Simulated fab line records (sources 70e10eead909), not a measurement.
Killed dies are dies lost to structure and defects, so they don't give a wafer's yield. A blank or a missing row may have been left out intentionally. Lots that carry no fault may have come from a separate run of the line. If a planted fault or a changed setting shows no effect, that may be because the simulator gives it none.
Which tool is to blame? | flow nand harc | Sampling: 7 lots, 21 wafers, 4 of 1302 route steps

WHAT EACH GAUGE READ, for each wafer
NHARC_END_SORT_01.
lot  | measured     | on        | killed dies
L788 | day 26 19:47 | prober-01 | 143 147 127
L797 | day 30 14:55 | prober-02 | 86 81 80

TOOL THAT RAN EACH LOT (tool first, then ch and the chambers of the sampled wafers, then the start)
lot  | NHARC_A_CONTACT_ETCH_111             | NHARC_THIN_TSV_STRIP_45              | NHARC_THIN_TSV_STRIP_62
L785 | har cap etch-02 ch 1, day 21 23:53   | plasma asher-02 ch 1, day 24 12:41   | plasma asher-01 ch 0,1, day 24 14:13
L783 | har cap etch-03 ch 0,1, day 22 09:48 | plasma asher-01 ch 0,1, day 24 15:59 | plasma asher-01 ch 0,1, day 24 17:32
L788 | har cap etch-03 ch 0,1, day 23 20:51 | plasma asher-02 ch 0,1, day 26 05:18 | plasma asher-01 ch 0,1, day 26 06:49
L797 | har cap etch-03 ch 1, day 27 12:24   | plasma asher-02 ch 0,1, day 29 23:52 | plasma asher-02 ch 0,1, day 30 01:33
L799 | har cap etch-02 ch 0, day 27 22:38   | plasma asher-02 ch 0,1, day 30 05:46 | plasma asher-02 ch 0,1, day 30 07:22
L802 | har cap etch-03 ch 0,1, day 29 15:47 | plasma asher-02 ch 0,1, day 32 03:28 | plasma asher-01 ch 0,1, day 32 05:01
L805 | har cap etch-02 ch 0,1, day 31 02:46 | plasma asher-02 ch 0,1, day 33 13:13 | plasma asher-02 ch 0,1, day 33 14:52
- NHARC_A_CONTACT_ETCH_111: etches the open film in C4F8/O2/Ar, time 140 s, target depth 700 nm.
- NHARC_THIN_TSV_STRIP_45: strips in O2.
- NHARC_THIN_TSV_STRIP_62: strips in N2/H2, time 20 s.

THE ANSWER, worked out from the rows above alone
Rule: what is usual is taken from the lots themselves. Put in order of their means at a reading, lots are off if they are a third of the lots or fewer, leave a main group of 4 or more, and stand apart from it by a gap of 3 or more times the standard deviation of the main group's means; of several such gaps the widest counts. Not used: any main group whose means are identical at the precision the tables above print for the reading. A lot without any number at a reading at which 4 lots or more have one is off too. Any other lot the step has rows for is counted as sound.
None of the lots is off at any reading shown; this tells nothing.

WHAT THE SIMULATOR HAD INSERTED
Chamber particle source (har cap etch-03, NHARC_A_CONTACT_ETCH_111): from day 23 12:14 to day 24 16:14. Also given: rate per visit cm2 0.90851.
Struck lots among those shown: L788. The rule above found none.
